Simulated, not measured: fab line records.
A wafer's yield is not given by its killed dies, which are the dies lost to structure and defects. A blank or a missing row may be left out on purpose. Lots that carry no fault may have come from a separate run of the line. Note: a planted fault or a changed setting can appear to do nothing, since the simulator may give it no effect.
Matching of chambers | flow n5Finfet | N5_BEOL_M0_SAQP_STRIP_75 on rieDiel-01 has 4 sister chambers
The step strips in CF4. 24 wafers are shown with their chamber, then 12 later ones without.

== WAFERS WITH THEIR CHAMBER ==
wafer  | chamber | showerheadPlenumPTorr (Torr) | drypumpMotorCurrentA (A) | throttleValvePct (%)
L075.2 | 1       | 1.78                         | 6.0                      | 13.78
L075.3 | 3       | 1.72                         | 6.4                      | 13.69
L075.5 | 0       | 1.79                         | 5.8                      | 13.80
L076.1 | 3       | 1.72                         | 6.4                      | 13.70
L076.4 | 0       | 1.79                         | 5.8                      | 13.79
L076.5 | 1       | 1.78                         | 6.0                      | 13.78
L082.4 | 2       | 1.87                         | 5.5                      | 14.02
L082.5 | 3       | 1.72                         | 6.4                      | 13.73
L082.6 | 2       | 1.87                         | 5.5                      | 14.01
L088.2 | 3       | 1.72                         | 6.5                      | 13.74
L088.5 | 3       | 1.72                         | 6.5                      | 13.75
L088.6 | 2       | 1.86                         | 5.5                      | 14.02
L089.2 | 0       | 1.79                         | 5.7                      | 13.83
L089.4 | 1       | 1.77                         | 6.1                      | 13.83
L089.5 | 2       | 1.86                         | 5.5                      | 14.03
L090.2 | 1       | 1.77                         | 6.0                      | 13.81
L090.3 | 2       | 1.86                         | 5.5                      | 14.02
L090.4 | 3       | 1.72                         | 6.5                      | 13.74
L092.4 | 1       | 1.77                         | 6.1                      | 13.84
L092.5 | 1       | 1.77                         | 6.1                      | 13.84
L092.6 | 0       | 1.79                         | 5.7                      | 13.85
L093.1 | 0       | 1.79                         | 5.7                      | 13.87
L093.2 | 2       | 1.86                         | 5.5                      | 14.06
L093.4 | 3       | 1.72                         | 6.5                      | 13.77

SIGNATURES (averages over the wafers above)
reading               | chamber 0 | chamber 1 | chamber 2 | chamber 3 | scatter within a chamber
showerheadPlenumPTorr | 1.7900    | 1.7733    | 1.8633    | 1.7200    | 0.00365
drypumpMotorCurrentA  | 5.740     | 6.050     | 5.500     | 6.457     | 0.047
throttleValvePct      | 13.8280   | 13.8133   | 14.0267   | 13.7314   | 0.027
Rule: a wafer lies at a distance from a chamber equal to the root of the sum of squares, over the readings, of (its reading less the chamber's mean, divided by the reading's scatter). The wafer belongs to the nearest chamber; if the next one is less than 2 further off, it can't be placed. The scatter: take each reading less its chamber's mean, square it, sum over the shown wafers, divide by the number of wafers less the number of chambers, and take the root.

== WAFERS WHOSE CHAMBER IS MISSING ==
wafer  | showerheadPlenumPTorr (Torr) | drypumpMotorCurrentA (A) | throttleValvePct (%)
L094.1 | 1.79                         | 5.7                      | 13.87
L094.2 | 1.72                         | 6.5                      | 13.76
L094.3 | 1.86                         | 5.5                      | 14.06
L095.1 | 1.72                         | 6.4                      | 13.76
L095.4 | 1.86                         | 5.5                      | 14.08
L095.5 | 1.77                         | 6.1                      | 13.84
L096.3 | 1.78                         | 5.8                      | 13.87
L096.5 | 1.77                         | 6.0                      | 13.86
L096.6 | 1.78                         | 5.8                      | 13.88
L097.1 | 1.77                         | 6.0                      | 13.87
L097.5 | 1.77                         | 6.0                      | 13.87
L097.6 | 1.86                         | 5.5                      | 14.06

== CHAMBER TAKEN BY EACH ==
wafer  | from the rows above | in truth
L094.1 | 0                   | 0
L094.2 | 3                   | 3
L094.3 | 2                   | 2
L095.1 | 3                   | 3
L095.4 | 2                   | 2
L095.5 | 1                   | 1
L096.3 | 0                   | 0
L096.5 | 1                   | 1
L096.6 | 0                   | 0
L097.1 | 1                   | 1
L097.5 | 1                   | 1
L097.6 | 2                   | 2
Correctly placed: 12 of 12. From these rows, 0 cannot be placed. Placed wrongly: 0.
